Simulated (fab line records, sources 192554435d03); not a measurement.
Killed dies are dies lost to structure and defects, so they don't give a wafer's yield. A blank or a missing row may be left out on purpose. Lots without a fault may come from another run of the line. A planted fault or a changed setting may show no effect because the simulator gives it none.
Chamber matching | flow n5_finfet | N5_FIN_SAQP_SPACER2_ALD_28 on ald_sin-02: 4 sister chambers
The step deposits SiO2, target thk 8.1 nm, pulse time 1 s, purge time 2 s. 20 wafers are shown with their chamber, then 10 later ones without.

WAFERS WITH THEIR CHAMBER
wafer  | chamber | heater_power_w (W) | precursor_pulse_height_rel
L074.1 | 2       | 477                | 0.991
L074.2 | 1       | 530                | 0.991
L074.5 | 1       | 509                | 1.004
L076.1 | 3       | 401                | 0.994
L076.2 | 1       | 519                | 1.037
L076.4 | 0       | 406                | 0.984
L086.1 | 3       | 406                | 0.961
L086.2 | 2       | 502                | 1.001
L086.4 | 1       | 527                | 1.025
L089.1 | 2       | 473                | 0.997
L089.3 | 0       | 427                | 1.021
L089.4 | 1       | 519                | 0.985
L090.3 | 2       | 478                | 0.974
L090.5 | 2       | 481                | 0.988
L090.6 | 1       | 529                | 1.000
L091.1 | 1       | 522                | 1.007
L091.4 | 1       | 523                | 0.981
L091.5 | 2       | 487                | 0.994
L093.1 | 2       | 482                | 0.981
L093.4 | 1       | 516                | 1.000

SIGNATURES (means of the wafers above)
reading                    | chamber 0 | chamber 1 | chamber 2 | chamber 3 | scatter within a chamber
heater_power_w             | 416.50    | 521.56    | 482.86    | 403.50    | 8.43
precursor_pulse_height_rel | 1.00250   | 1.00333   | 0.98943   | 0.97750   | 0.0165
Rule: a wafer's distance from a chamber is the root of the sum, over the readings, of the square of ((its reading less the chamber's mean) divided by the reading's scatter). The wafer belongs to the nearest chamber; if the next one is less than 2 further off, it can't be placed. The scatter: the root of (the sum of the squares of (reading less its chamber's mean) over the shown wafers, divided by (wafers less chambers)).

WAFERS WITHOUT THEIR CHAMBER
wafer  | heater_power_w (W) | precursor_pulse_height_rel
L093.6 | 480                | 0.998
L094.1 | 413                | 0.991
L094.2 | 394                | 1.000
L094.6 | 392                | 0.995
L095.3 | 386                | 1.010
L095.5 | 487                | 1.009
L095.6 | 531                | 0.989
L097.1 | 477                | 1.000
L097.2 | 422                | 1.026
L097.3 | 398                | 1.023

WHICH CHAMBER EACH WENT THROUGH
wafer  | from the rows above     | in truth
L093.6 | 2                       | 2
L094.1 | can't be placed: 0 or 3 | 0
L094.2 | can't be placed: 3 or 0 | 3
L094.6 | can't be placed: 3 or 0 | 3
L095.3 | can't be placed: 3 or 0 | 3
L095.5 | 2                       | 2
L095.6 | 1                       | 1
L097.1 | 2                       | 2
L097.2 | 0                       | 0
L097.3 | can't be placed: 0 or 3 | 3
Placed correctly: 5 of 10. Can't be placed from these rows: 5 (the true chamber is among the candidates in 5). Placed wrongly: 0.
